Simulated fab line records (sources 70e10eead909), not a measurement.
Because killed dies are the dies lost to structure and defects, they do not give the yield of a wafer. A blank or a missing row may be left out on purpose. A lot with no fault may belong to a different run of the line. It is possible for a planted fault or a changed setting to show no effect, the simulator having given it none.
Code-filled problem report in 8D (eight disciplines) form / flow nand harc / the parts of the form that need people (team, actions taken, sign-off) are left out

== 1. PROBLEM STATEMENT ==
Mean of thk nm at NHARC_A_ONON_D1_THK_MEAS_24: 708 nm across 6 wafers in 2 lots; on wafers with no fault it is 1001 nm (standard deviation 9.5). Measured from the usual mean, that is -31 standard deviations.
The step: measures by ellipsometry.
Seen first at day 13 03:17 on film metro-02, wafer L910.1. The record has a number at this step for 42 wafers belonging to 14 lots. The rule behind "out" and "out of limits": a value lying over 4 standard deviations away from the usual mean. The other wafers with a number count as sound.

== 2. WHAT THIS IS AND IS NOT ==
question=which readings at this step | is=thk nm | is not=-
question=which lots | is=L910, L913 | is not=L898, L900, L902, L903, L904, L907, L908, L914, L917, L918, L919, L920
question=which wafers of those lots | is=all that have a number | is not=-
question=read on which gauges | is=film metro-02 | is not=film metro-01
question=when | is=from day 13 03:17 | is not=up to then (21 sound wafers); but 15 sound wafers of L914, L917, L918, L919, L920 came after

== 3. THE SUSPECTS, EACH WITH WHAT RULES IT OUT ==
Counting: any tool at a process step up to the reading is kept as a suspect provided that every lot that is out went through it and no sound lot did after the first of them.
- the gauge at NHARC_A_ONON_D1_THK_MEAS_24 is ruled out. All the wafers that are out were read on film metro-02, but those of them that NHARC_END_SORT_01 has rows for are out there too, on other tools.
- pecvd onon-02 at NHARC_A_ONON_D1_DEP_22 (target thk 1000 nm): kept. It processed each lot that is out, first L910 at day 13 02:46, and no sound lot thereafter; up to then, the last sound lot it processed was L908 at day 12 08:13.
After counting, what remains is pecvd onon-02 at NHARC_A_ONON_D1_DEP_22.

== 4. THE CAUSE (what the simulator had put in) ==
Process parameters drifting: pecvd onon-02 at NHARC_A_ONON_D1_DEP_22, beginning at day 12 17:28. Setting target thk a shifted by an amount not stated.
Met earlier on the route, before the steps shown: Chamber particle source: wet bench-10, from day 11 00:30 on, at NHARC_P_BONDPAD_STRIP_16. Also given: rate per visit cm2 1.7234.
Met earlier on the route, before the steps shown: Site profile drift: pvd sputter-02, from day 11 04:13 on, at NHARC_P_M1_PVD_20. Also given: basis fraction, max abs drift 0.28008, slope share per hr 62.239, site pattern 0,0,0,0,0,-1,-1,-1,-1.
Counting left only this tool.

== 5. THE EFFECT CHAIN, in route order ==
Each row: a reading whose mean over the struck wafers that have a number lies more than 3 standard deviations from the usual. Readings are gone through only where the record gives a usual standard deviation; hours: the median, over the lots, of the time from a lot's start at the first step in this table giving one to that lot's start at this step; sigmas: the change measured in usual standard deviations.
hours=0; step=NHARC_A_ONON_D1_THK_MEAS_24; reading=thk nm; usual=1001 nm; on struck wafers=708; change=-293; sigmas=-31
hours=384; step=NHARC_END_SORT_01; reading=killed at array; usual=52; on struck wafers=667; change=+615; sigmas=+32
hours=384; step=NHARC_END_SORT_01; reading=killed dies; usual=57; on struck wafers=677; change=+620; sigmas=+33

== 6. HOW IT WOULD HAVE BEEN CAUGHT EARLIER ==
Counted from the fault's start at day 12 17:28, it took 10 hours until the first out-of-limits reading at a measuring or inspecting step in this record, taken at day 13 03:17.
Of the tool readings at NHARC_A_ONON_D1_DEP_22 for which the record gives a usual standard deviation, none was out on any struck wafer, so an alarm limit of 4 standard deviations on them would not have fired.
Of the lots that are out (2), L913 began NHARC_A_ONON_D1_DEP_22 on pecvd onon-02 after day 13 03:17. Putting the tool on hold at that point would have spared it.
